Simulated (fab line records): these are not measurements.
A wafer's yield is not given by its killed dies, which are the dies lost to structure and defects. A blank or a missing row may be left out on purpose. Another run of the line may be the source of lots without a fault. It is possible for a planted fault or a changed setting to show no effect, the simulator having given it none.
fab line records | flow nand_harc | part 1 of 2: steps 1 to 4 of 6
[record] lots = 22 wafers = 66 last_day = 24
route steps=1159 shown A_STAIRCASE@559
lots with no fault: from the same line, run without faults
start_h: hours from the record's opening day to when the first of the lot's shown wafers began | wait_h: hours elapsed since this lot's preceding step | " same as the row above | L1.1+2: one row covering several wafers at once | - no value, or no start given | * or withheld: withheld | < > ~ a bound
route shown NAME@n: NAME is a module with steps in the file, n the number in the route of the first one | usual: mean/standard deviation of fault-free wafers | same: alike in all rows | chamber/n: place in a boat | sites: readings site by site | _std_site: the standard deviation of these | _edge_site: inner sites' mean taken away from outer sites' mean | radius_mm: how far each site lies from the wafer's centre | mask NAME#n: copy n | behind: the tool/chamber that last shaped the wafer | hold: the reason the lot was held/the length of the hold in hours/how it ended | device: names the non-switching transistor (n, p or np) | end of line: tests run on the same wafers once the route is complete | a step without rows: its recipe alone | killed: dies that structure and defects cost at the first sort, which is not the same as the wafer's yield | map: a wafer's dies, marking killed ones x, the rest . and places with no die _
set.NAME: setting as actually run; set.NAME@STEP: the setting as run at that earlier step | model.NAME: the simulator's own value behind a step, which no gauge read
one table for each step of the route and one row for each wafer, over a sample of lots
services: when a tool's chamber went out of use (start_h, in hours from the record's first day, below 0 if earlier), for how many hours, and the reason
[[steps]]
[step NHARC_A_STAIRCASE_TRIM_22]
[recipe] time_s = 211.2 o2_flow_sccm = 500 ar_flow_sccm = 0 bias_w = 0 chemistry = O2
[usual] drypump_motor_current_A = 5.7/0.43 oes_product_au = 1.003/0.0091 rf_vpp_V = 57.8/0.79 showerhead_plenum_p_Torr = 3.57/0.11 throttle_valve_pct = 17.037/0.009
// columns lot.wafer tool chamber start_h wait_h drypump_motor_current_A oes_product_au rf_hours_counter_h rf_vpp_V showerhead_plenum_p_Torr throttle_valve_pct
L074.2 rie_diel-04 3 - - 6.1 1.025 43 56.3 3.52 17.045
L074.4 " 0 " " 5.8 0.992 42 59.3 3.66 17.035
L074.6 " 1 " " 5.2 0.998 - 58.0 3.69 17.046
L076.4 rie_diel-11 1 - - 5.4 0.994 10 57.0 3.37 17.048
L076.6 " 1 " " 5.3 1.003 - 58.3 3.37 17.046
L076.5 " 2 " " 6.0 1.008 - 58.1 3.64 17.058
L075.1 rie_diel-09 0 - - 5.5 0.990 59 56.7 3.70 17.029
L075.2 " 2 " " 5.4 0.989 63 58.2 3.57 17.040
L075.6 " 1 " " 6.7 1.004 - 57.9 3.69 17.029
L078.4 rie_diel-04 3 - - 6.1 1.014 52 57.0 3.51 17.032
L078.2 " 1 " " 5.2 0.998 51 58.9 3.69 17.036
L078.5 " 2 " " 5.6 1.003 - 58.1 3.68 17.033
L077.3 rie_diel-11 0 - - 6.0 1.008 21 58.1 3.53 17.046
L077.1 " 3 " " 5.0 0.989 20 58.3 3.50 17.030
L077.5 " 0 " " 6.0 1.004 - 56.4 3.53 17.051
L079.4 rie_diel-11 3 - - 5.0 0.998 25 58.2 3.49 17.023
L079.5 " 1 " " 5.3 1.010 - 56.8 3.36 17.033
L079.6 " 2 " " 6.0 1.003 - 59.3 3.63 17.050
L080.4 rie_diel-04 3 - - 6.1 1.021 59 57.3 3.51 17.040
L080.5 " 3 " " 6.1 1.016 - 58.1 3.51 17.031
L080.6 " 0 " " 5.7 1.007 - 57.6 3.65 17.017
L082.1 rie_diel-04 0 - - 5.8 1.001 62 58.5 3.65 17.030
L082.4 " 1 " " 5.2 0.997 60 57.9 3.68 17.052
L082.2 " 3 " " 6.1 1.010 61 57.1 3.51 17.040
L081.3 rie_diel-09 0 - - 5.5 1.008 7 57.6 3.70 17.045
L081.1 " 2 " " 5.4 1.004 6 56.1 3.56 17.029
L081.6 " 0 " " 5.5 1.005 - 59.2 3.70 17.026
L084.3 rie_diel-09 1 - - 6.7 0.968 10 58.1 3.69 17.038
L084.2 " 2 " " 5.4 0.998 8 57.0 3.56 17.043
L084.1 " 3 " " 5.7 1.004 8 57.3 3.41 17.044
L083.1 rie_diel-11 1 - - 5.4 0.999 36 57.7 3.36 17.036
L083.2 " 2 " " 6.0 1.013 34 57.0 3.63 17.039
L083.3 " 3 " " 5.0 1.002 35 58.0 3.49 17.033
L085.1 rie_diel-04 3 - - 6.1 0.991 3 57.0 3.50 17.033
L085.2 " 0 " " 5.8 1.001 3 57.7 3.64 17.049
L085.5 " 2 " " 5.6 1.007 - 56.7 3.67 17.049
L086.3 rie_diel-11 3 - - 5.0 1.009 41 58.4 3.49 17.036
L086.5 " 3 " " 5.0 1.006 - 57.5 3.49 17.031
L086.4 " 2 " " 6.0 1.013 - 59.1 3.62 17.029
L087.2 rie_diel-04 1 - - 5.2 1.007 3 58.0 3.68 17.035
L087.1 " 3 " " 6.1 0.996 5 57.6 3.50 17.026
L087.6 " 0 " " 5.8 1.001 - 57.6 3.64 17.026
L089.1 rie_diel-04 0 - - 5.8 0.997 11 57.2 3.64 17.035
L089.4 " 2 " " 5.6 1.006 12 58.5 3.66 17.044
L089.5 " 0 " " 5.8 1.009 - 57.7 3.64 17.042
L088.1 rie_diel-09 0 - - 5.5 1.009 27 58.6 3.69 17.027
L088.5 " 0 " " 5.5 1.020 - 57.9 3.69 17.037
L088.6 " 1 " " 6.8 0.983 - 57.3 3.68 17.035
L090.1 rie_diel-11 0 - - 6.0 1.012 50 57.9 3.51 17.031
L090.6 " 3 " " 5.0 1.003 - 57.3 3.48 17.041
L090.5 " 0 " " 6.0 1.009 - 57.3 3.51 17.038
L091.4 rie_diel-11 3 - - 5.0 1.005 54 57.7 3.48 17.039
L091.1 " 0 " " 6.0 1.004 54 57.8 3.51 17.039
L091.5 " 3 " " 5.0 0.998 - 57.6 3.48 17.029
L092.3 rie_diel-09 0 - - 5.5 1.009 30 58.4 3.68 17.034
L092.1 " 1 " " 6.7 0.988 28 59.1 3.68 17.029
L092.5 " 0 " " 5.5 1.017 - 59.8 3.68 17.043
L094.4 rie_diel-09 2 - - 5.4 1.002 30 57.3 3.55 17.045
L094.2 " 3 " " 5.7 1.012 32 57.6 3.40 17.031
L094.5 " 2 " " 5.5 0.999 - 57.3 3.55 17.042
L093.3 rie_diel-11 2 - - 6.0 1.004 57 57.7 3.62 17.049
L093.2 " 3 " " 5.0 1.004 58 56.9 3.48 17.026
L093.6 " 2 " " 6.0 1.005 - 59.1 3.62 17.026
L095.1 rie_diel-11 2 - - 6.0 0.995 61 58.2 3.61 17.025
L095.4 " 0 " " 6.0 1.001 63 59.4 3.50 17.032
L095.5 " 2 " " 6.0 0.988 - 57.3 3.61 17.018
[step NHARC_A_STAIRCASE_TRIM_187]
[recipe] time_s = 211.2 o2_flow_sccm = 500 ar_flow_sccm = 0 bias_w = 0 chemistry = O2
[usual] drypump_motor_current_A = 5.7/0.45 oes_product_au = 1.004/0.0084 rf_vpp_V = 58.0/0.8 showerhead_plenum_p_Torr = 3.56/0.1 throttle_valve_pct = 17.036/0.0098
// columns lot.wafer tool chamber start_h wait_h drypump_motor_current_A oes_product_au rf_hours_counter_h rf_vpp_V showerhead_plenum_p_Torr throttle_valve_pct
L074.2 rie_diel-09 2 239.88 0.1 5.4 1.009 59 58.3 3.57 17.027
L074.4 " 2 " " 5.4 1.003 - 59.5 3.57 17.046
L074.6 " 3 " " 5.7 1.013 - 57.7 3.42 17.042
L076.4 rie_diel-11 0 240.07 0.1 6.0 1.009 14 58.3 3.53 17.045
L076.5 " 2 " " 6.0 1.005 - 57.5 3.64 17.035
L076.6 " 3 " " 5.0 1.000 - 58.2 3.50 17.024
L075.2 rie_diel-04 3 251.05 0.1 6.1 1.000 49 59.3 3.51 17.039
L075.1 " 0 " " 5.8 0.993 49 59.0 3.65 17.040
L075.6 " 3 " " 6.1 1.014 - 59.2 3.51 17.033
L078.4 rie_diel-11 2 259.81 0.1 6.0 1.009 21 58.7 3.64 17.034
L078.2 " 1 " " 5.3 0.999 21 58.3 3.36 17.028
L078.5 " 2 " " 6.0 0.999 - 58.0 3.64 17.032
L077.1 rie_diel-11 0 259.91 0.1 6.0 1.011 22 57.7 3.53 17.041
L077.3 " 2 " " 6.0 0.998 21 58.2 3.64 17.041
L077.5 " 0 " " 6.0 1.012 - 58.1 3.53 17.038
L079.4 rie_diel-11 0 271.51 0.1 6.0 1.006 29 57.0 3.52 17.017
L079.6 " 3 " " 5.0 0.993 - 58.1 3.50 17.043
L079.5 " 0 " " 6.0 1.007 - 58.6 3.52 17.033
L080.4 rie_diel-09 0 272.36 0.1 5.5 1.005 4 57.6 3.70 17.048
L080.6 " 2 " " 5.4 1.001 - 58.5 3.56 17.023
L080.5 " 3 " " 5.8 0.987 - 58.2 3.42 17.051
L082.2 rie_diel-11 3 280.05 0.2 5.0 0.997 29 57.3 3.49 17.056
L082.1 " 1 " " 5.4 1.002 30 58.6 3.36 17.023
L082.4 " 2 " " 6.0 1.014 29 56.8 3.63 17.029
L081.1 rie_diel-11 1 280.38 0.1 5.3 1.009 30 57.9 3.36 17.056
L081.3 " 3 " " 5.0 1.000 29 58.6 3.49 17.055
L081.6 " 1 " " 5.3 1.013 - 56.7 3.36 17.042
L084.1 rie_diel-11 0 293.37 1.5 6.0 1.014 37 57.4 3.52 17.024
L084.3 " 1 " " 5.3 0.997 34 58.3 3.36 17.025
L084.2 " 2 " " 6.0 1.004 33 57.2 3.63 17.033
L083.2 rie_diel-04 0 298.19 0.1 5.8 1.005 0 59.2 3.65 17.033
L083.1 " 2 " " 5.6 1.009 0 59.0 3.67 17.029
L083.3 " 3 " " 6.1 1.001 0 59.2 3.50 17.051
L085.2 rie_diel-04 3 306.56 0.1 6.1 1.007 4 56.8 3.50 17.044
L085.1 " 0 " " 5.8 1.016 4 58.0 3.64 17.040
L085.5 " 2 " " 5.6 1.017 - 57.5 3.67 17.027
L086.3 rie_diel-04 1 310.18 0.1 5.2 1.018 3 56.7 3.68 17.034
L086.4 " 3 " " 6.1 0.997 5 57.6 3.50 17.032
L086.5 " 2 " " 5.7 1.013 - 59.0 3.67 17.028
L087.2 rie_diel-04 2 311.46 0.1 5.6 1.006 6 58.5 3.67 17.027
L087.1 " 3 " " 6.1 0.997 5 57.9 3.50 17.046
L087.6 " 2 " " 5.7 1.010 - 57.4 3.67 17.018
L088.1 rie_diel-09 1 332.22 0.1 6.8 0.974 25 59.3 3.68 17.033
L088.6 " 2 " " 5.4 1.004 - 56.5 3.55 17.021
L088.5 " 3 " " 5.7 1.021 - 57.8 3.41 17.043
L089.4 rie_diel-04 0 332.98 0.1 5.8 1.010 13 57.4 3.64 17.035
L089.1 " 1 " " 5.2 1.000 12 58.5 3.67 17.036
L089.5 " 2 " " 5.6 1.008 - 59.5 3.66 17.035
L090.1 rie_diel-11 3 333.20 0.1 5.0 0.999 49 57.6 3.48 17.023
L090.5 " 0 " " 6.0 0.997 - 58.9 3.51 17.040
L090.6 " 1 " " 5.4 1.005 - 57.9 3.35 17.029
L091.1 rie_diel-04 3 345.95 0.1 6.1 0.998 17 58.9 3.50 17.038
L091.4 " 1 " " 5.2 1.015 17 59.9 3.67 17.027
L091.5 " 2 " " 5.6 1.007 - 59.4 3.66 17.023
L092.1 rie_diel-11 0 347.46 0.9 6.0 1.003 55 58.3 3.51 17.034
L092.3 " 1 " " 5.3 1.005 54 55.6 3.35 17.034
L092.5 " 0 " " 6.0 1.006 - 57.8 3.51 17.030
L094.2 rie_diel-11 0 358.73 0.1 6.0 1.000 59 58.2 3.51 17.037
L094.4 " 2 " " 6.0 1.003 - 57.4 3.62 17.041
L094.5 " 3 " " 5.0 0.993 - 57.2 3.48 17.051
L093.3 rie_diel-09 1 359.07 0.1 6.7 0.994 33 57.0 3.67 17.029
L093.2 " 3 " " 5.7 1.009 33 57.4 3.40 17.023
L093.6 " 2 " " 5.4 1.006 - 57.3 3.55 17.032
L095.1 rie_diel-04 0 367.77 0.1 5.7 1.002 25 57.1 3.63 17.035
L095.4 " 1 " " 5.2 1.011 24 59.0 3.67 17.050
L095.5 " 2 " " 5.6 1.012 - 56.5 3.66 17.023
[step NHARC_A_STAIRCASE_TRIM_189]
[recipe] time_s = 211.2 o2_flow_sccm = 500 ar_flow_sccm = 0 bias_w = 0 chemistry = O2
[usual] drypump_motor_current_A = 5.7/0.45 oes_product_au = 1.003/0.0087 rf_vpp_V = 57.8/0.93 showerhead_plenum_p_Torr = 3.56/0.1 throttle_valve_pct = 17.037/0.0093
// columns lot.wafer tool chamber start_h wait_h drypump_motor_current_A oes_product_au rf_hours_counter_h rf_vpp_V showerhead_plenum_p_Torr throttle_valve_pct
L074.2 rie_diel-09 2 - - 5.4 1.002 59 57.6 3.57 17.037
L074.6 " 2 " " 5.4 1.002 - 58.2 3.57 17.035
L074.4 " 1 " " 6.7 0.999 - 58.3 3.70 17.007
L076.4 rie_diel-11 0 - - 6.0 0.999 14 56.7 3.53 17.023
L076.5 " 2 " " 6.0 1.006 - 59.5 3.64 17.042
L076.6 " 3 " " 5.0 0.989 - 58.3 3.50 17.035
L075.1 rie_diel-04 0 - - 5.7 1.007 49 58.6 3.65 17.027
L075.2 " 3 " " 6.0 1.018 50 57.2 3.51 17.036
L075.6 " 1 " " 5.2 0.998 - 57.9 3.69 17.045
L078.2 rie_diel-11 3 - - 5.0 0.986 21 58.4 3.50 17.035
L078.4 " 0 " " 6.0 1.010 22 57.4 3.53 17.048
L078.5 " 0 " " 6.0 1.012 - 57.1 3.53 17.042
L077.3 rie_diel-11 1 - - 5.3 1.000 21 55.3 3.36 17.043
L077.1 " 2 " " 6.0 0.999 21 57.0 3.64 17.027
L077.5 " 0 " " 6.0 1.005 - 59.6 3.53 17.034
L079.4 rie_diel-11 1 - - 5.3 1.005 27 58.2 3.36 17.026
L079.5 " 1 " " 5.3 1.005 - 56.3 3.36 17.042
L079.6 " 2 " " 6.0 1.000 - 58.3 3.63 17.042
L080.4 rie_diel-09 0 - - 5.5 1.009 4 57.5 3.70 17.054
L080.6 " 3 " " 5.7 1.005 - 55.4 3.42 17.049
L080.5 " 0 " " 5.5 1.009 - 58.9 3.70 17.042
L082.2 rie_diel-11 3 - - 5.0 1.000 29 58.0 3.49 17.031
L082.4 " 0 " " 6.0 1.018 32 56.5 3.52 17.048
L082.1 " 1 " " 5.3 1.009 30 59.2 3.36 17.041
L081.3 rie_diel-11 3 - - 5.0 0.995 29 57.4 3.49 17.025
L081.1 " 0 " " 6.0 1.011 32 56.7 3.52 17.041
L081.6 " 3 " " 5.0 1.000 - 57.4 3.49 17.033
L084.3 rie_diel-11 1 - - 5.3 1.001 34 57.0 3.36 17.026
L084.2 " 2 " " 6.0 1.007 33 58.6 3.63 17.039
L084.1 " 0 " " 6.0 1.016 37 59.0 3.52 17.032
L083.2 rie_diel-04 3 - - 6.1 1.009 0 56.5 3.50 17.019
L083.1 " 0 " " 5.8 1.001 0 58.2 3.65 17.040
L083.3 " 2 " " 5.6 1.009 0 58.5 3.67 17.023
L085.1 rie_diel-04 1 - - 5.2 1.010 2 58.6 3.68 17.043
L085.2 " 2 " " 5.6 1.009 4 58.1 3.67 17.038
L085.5 " 3 " " 6.1 0.997 - 57.4 3.50 17.045
L086.3 rie_diel-04 0 - - 5.7 1.009 5 57.0 3.64 17.035
L086.4 " 1 " " 5.2 1.011 3 58.2 3.68 17.034
L086.5 " 2 " " 5.6 1.016 - 58.2 3.67 17.042
L087.2 rie_diel-04 2 - - 5.7 1.011 6 58.6 3.67 17.015
L087.1 " 1 " " 5.2 1.005 4 58.7 3.68 17.032
L087.6 " 3 " " 6.1 1.000 - 58.7 3.50 17.052
L088.1 rie_diel-09 1 - - 6.8 0.996 25 58.1 3.68 17.031
L088.6 " 1 " " 6.8 0.987 - 58.0 3.68 17.050
L088.5 " 2 " " 5.4 1.005 - 59.5 3.55 17.049
L089.1 rie_diel-04 0 - - 5.8 1.015 14 57.7 3.64 17.049
L089.4 " 3 " " 6.1 1.000 13 58.6 3.50 17.045
L089.5 " 1 " " 5.2 1.002 - 57.4 3.67 17.039
L090.1 rie_diel-11 3 - - 5.0 1.015 50 59.4 3.48 17.043
L090.5 " 2 " " 6.0 1.004 - 58.0 3.62 17.035
L090.6 " 3 " " 5.0 1.007 - 56.9 3.48 17.041
L091.4 rie_diel-04 3 - - 6.0 0.993 17 59.2 3.50 17.026
L091.1 " 1 " " 5.2 1.006 17 58.1 3.67 17.050
L091.5 " 0 " " 5.8 1.001 - 59.2 3.64 17.038
L092.3 rie_diel-11 3 - - 5.0 1.004 55 57.3 3.48 17.042
L092.1 " 1 " " 5.4 1.008 54 56.3 3.35 17.020
L092.5 " 2 " " 6.0 1.000 - 57.7 3.62 17.031
L094.2 rie_diel-11 2 - - 6.0 1.000 58 59.8 3.62 17.043
L094.5 " 3 " " 5.0 0.999 - 57.6 3.48 17.050
L094.4 " 0 " " 6.0 0.999 - 58.1 3.51 17.047
L093.2 rie_diel-09 3 - - 5.7 1.003 33 56.6 3.40 17.056
L093.3 " 2 " " 5.4 0.999 31 57.8 3.55 17.036
L093.6 " 3 " " 5.7 0.995 - 56.4 3.40 17.030
L095.4 rie_diel-04 1 - - 5.2 1.010 24 58.7 3.67 17.025
L095.1 " 3 " " 6.0 1.008 26 57.6 3.49 17.046
L095.5 " 2 " " 5.6 1.016 - 57.9 3.66 17.028
[step NHARC_A_STAIRCASE_ETCH_221]
[recipe] target_depth_a = 1000 time_s = 40.5 ion_energy_ev = 400 c4f8_flow_sccm = 20 o2_flow_sccm = 10 ar_flow_sccm = withheld rf_w = 600 bias_w = 1000 chemistry = C4F8/O2
[usual] oes_product_au = 0.940/0.016 rf_fwd_power_W = 593.1/2.4 rf_vpp_V = 898/3.8
// columns lot.wafer tool chamber start_h wait_h oes_product_au rf_fwd_power_W rf_hours_counter_h rf_vpp_V
L076.4 rie_diel-04 0 - - 0.928 591.6 47 899
L076.6 " 1 " " 0.919 592.2 - 902
L076.5 " 2 " " 0.941 592.3 - 902
L074.2 rie_diel-04 2 - - 0.936 595.7 44 902
L074.4 " 3 " " 0.934 588.8 48 896
L074.6 " 0 " " 0.914 592.2 - 901
L075.1 rie_diel-04 2 - - 0.950 594.5 48 901
L075.2 " 3 " " 0.937 591.2 51 895
L075.6 " 1 " " 0.927 591.4 - 901
L078.4 rie_diel-04 2 - - 0.981 594.7 51 902
L078.2 " 3 " " 0.973 591.0 54 894
L078.5 " 1 " " 0.935 591.7 - 902
L077.1 rie_diel-11 0 - - 0.973 594.4 24 895
L077.3 " 2 " " 0.956 593.9 22 901
L077.5 " 3 " " 0.941 592.1 - 895
L079.4 rie_diel-09 3 - - 0.950 595.6 5 892
L079.6 " 2 " " 0.957 596.9 - 898
L079.5 " 3 " " 0.951 596.2 - 892
L080.4 rie_diel-09 2 - - 0.946 594.3 6 900
L080.5 " 2 " " 0.937 593.2 - 898
L080.6 " 3 " " 0.940 591.8 - 892
L082.4 rie_diel-11 0 - - 0.958 595.5 33 896
L082.2 " 1 " " 0.949 597.8 31 889
L082.1 " 3 " " 0.937 593.5 30 895
L081.1 rie_diel-04 0 - - 0.956 594.9 63 900
L081.3 " 1 " " 0.950 589.7 61 903
L081.6 " 1 " " 0.938 591.8 - 902
L084.2 rie_diel-11 0 - - 0.935 595.2 39 896
L084.1 " 1 " " 0.924 595.7 37 890
L084.3 " 2 " " 0.933 594.7 36 899
L083.2 rie_diel-11 3 - - 0.931 588.7 40 893
L083.3 " 1 " " 0.928 593.5 40 889
L083.1 " 2 " " 0.922 594.9 40 899
L085.1 rie_diel-11 2 - - 0.948 595.3 42 900
L085.2 " 3 " " 0.954 593.0 42 895
L085.5 " 1 " " 0.949 596.8 - 890
L086.4 rie_diel-04 1 - - 0.943 592.4 5 901
L086.3 " 3 " " 0.939 592.2 7 895
L086.5 " 1 " " 0.953 593.7 - 901
L087.1 rie_diel-09 1 - - 0.913 591.3 20 901
L087.2 " 3 " " 0.933 595.3 19 891
L087.6 " 2 " " 0.936 598.2 - 898
L088.1 rie_diel-04 3 - - 0.935 591.9 13 895
L088.5 " 0 " " 0.952 587.6 - 900
L088.6 " 1 " " 0.965 591.7 - 901
L089.1 rie_diel-04 0 - - 0.949 593.3 15 900
L089.4 " 2 " " 0.951 595.6 15 899
L089.5 " 0 " " 0.946 590.3 - 901
L090.1 rie_diel-11 0 - - 0.963 594.9 52 895
L090.5 " 3 " " 0.950 592.1 - 894
L090.6 " 0 " " 0.974 597.6 - 896
L091.4 rie_diel-04 0 - - 0.942 595.7 19 900
L091.1 " 1 " " 0.961 591.3 18 902
L091.5 " 2 " " 0.963 590.5 - 900
L092.3 rie_diel-04 3 - - 0.937 592.4 19 894
L092.1 " 1 " " 0.956 591.8 18 899
L092.5 " 0 " " 0.941 588.2 - 899
L094.2 rie_diel-09 3 - - 0.933 595.6 35 892
L094.4 " 1 " " 0.919 590.6 35 900
L094.5 " 3 " " 0.934 593.9 - 892
L093.2 rie_diel-09 2 - - 0.923 595.9 34 897
L093.3 " 0 " " 0.946 594.0 37 901
L093.6 " 3 " " 0.924 596.4 - 892
L095.4 rie_diel-09 2 - - 0.914 595.5 39 896
L095.1 " 1 " " 0.907 594.6 42 902
L095.5 " 2 " " 0.916 595.6 - 895
